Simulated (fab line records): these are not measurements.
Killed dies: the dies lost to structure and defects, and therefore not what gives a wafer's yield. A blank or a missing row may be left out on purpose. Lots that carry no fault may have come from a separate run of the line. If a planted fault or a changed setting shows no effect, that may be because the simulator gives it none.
Matching of chambers / flow n5_finfet / rie_diel-05 running N5_MOL_CONTACT_COAG_ETCHBACK_135: 4 sister chambers
The step etches SiO2 in CHF3, target depth 25 nm, time 16.7 s. 8 wafers are shown with their chamber, then 10 later ones without.

== WAFERS PAIRED WITH THEIR CHAMBERS ==
wafer=L075.5; chamber=2; drypump_motor_current_A (A)=5.8; rf_vpp_V (V)=527
wafer=L077.2; chamber=2; drypump_motor_current_A (A)=5.8; rf_vpp_V (V)=525
wafer=L080.5; chamber=3; drypump_motor_current_A (A)=6.7; rf_vpp_V (V)=525
wafer=L088.1; chamber=3; drypump_motor_current_A (A)=6.7; rf_vpp_V (V)=524
wafer=L088.5; chamber=1; drypump_motor_current_A (A)=6.2; rf_vpp_V (V)=555
wafer=L088.6; chamber=0; drypump_motor_current_A (A)=5.7; rf_vpp_V (V)=508
wafer=L089.1; chamber=0; drypump_motor_current_A (A)=5.6; rf_vpp_V (V)=508
wafer=L089.2; chamber=1; drypump_motor_current_A (A)=6.2; rf_vpp_V (V)=554

== WAFERS WHOSE CHAMBER IS MISSING ==
wafer=L089.5; drypump_motor_current_A (A)=6.1; rf_vpp_V (V)=555
wafer=L093.1; drypump_motor_current_A (A)=6.2; rf_vpp_V (V)=556
wafer=L093.3; drypump_motor_current_A (A)=5.7; rf_vpp_V (V)=508
wafer=L093.6; drypump_motor_current_A (A)=5.8; rf_vpp_V (V)=526
wafer=L094.1; drypump_motor_current_A (A)=5.7; rf_vpp_V (V)=525
wafer=L094.3; drypump_motor_current_A (A)=6.2; rf_vpp_V (V)=555
wafer=L094.4; drypump_motor_current_A (A)=6.7; rf_vpp_V (V)=524
wafer=L097.2; drypump_motor_current_A (A)=5.8; rf_vpp_V (V)=526
wafer=L097.3; drypump_motor_current_A (A)=6.7; rf_vpp_V (V)=524
wafer=L097.6; drypump_motor_current_A (A)=6.7; rf_vpp_V (V)=524

== EACH ONE'S CHAMBER ==
wafer=L089.5; from the rows above=1; in truth=1
wafer=L093.1; from the rows above=1; in truth=1
wafer=L093.3; from the rows above=0; in truth=0
wafer=L093.6; from the rows above=2; in truth=2
wafer=L094.1; from the rows above=2; in truth=2
wafer=L094.3; from the rows above=1; in truth=1
wafer=L094.4; from the rows above=3; in truth=3
wafer=L097.2; from the rows above=2; in truth=2
wafer=L097.3; from the rows above=3; in truth=3
wafer=L097.6; from the rows above=3; in truth=3
Correctly placed: 10 of 10. Number that these rows cannot place: 0. 0 placed wrongly.
How it was worked out, from the rows above alone: a wafer's distance from a chamber is the root of the sum, over the readings, of the square of ((its reading less the chamber's mean) divided by the reading's scatter). If the next closest chamber is less than 2 further off than the closest, the wafer can't be placed; otherwise it belongs to the closest. A chamber's mean is the mean of its shown wafers. How the scatter is found: for the shown wafers, subtract from each reading the mean of its chamber, square and add these, divide the total by (wafers less chambers), then take the root.
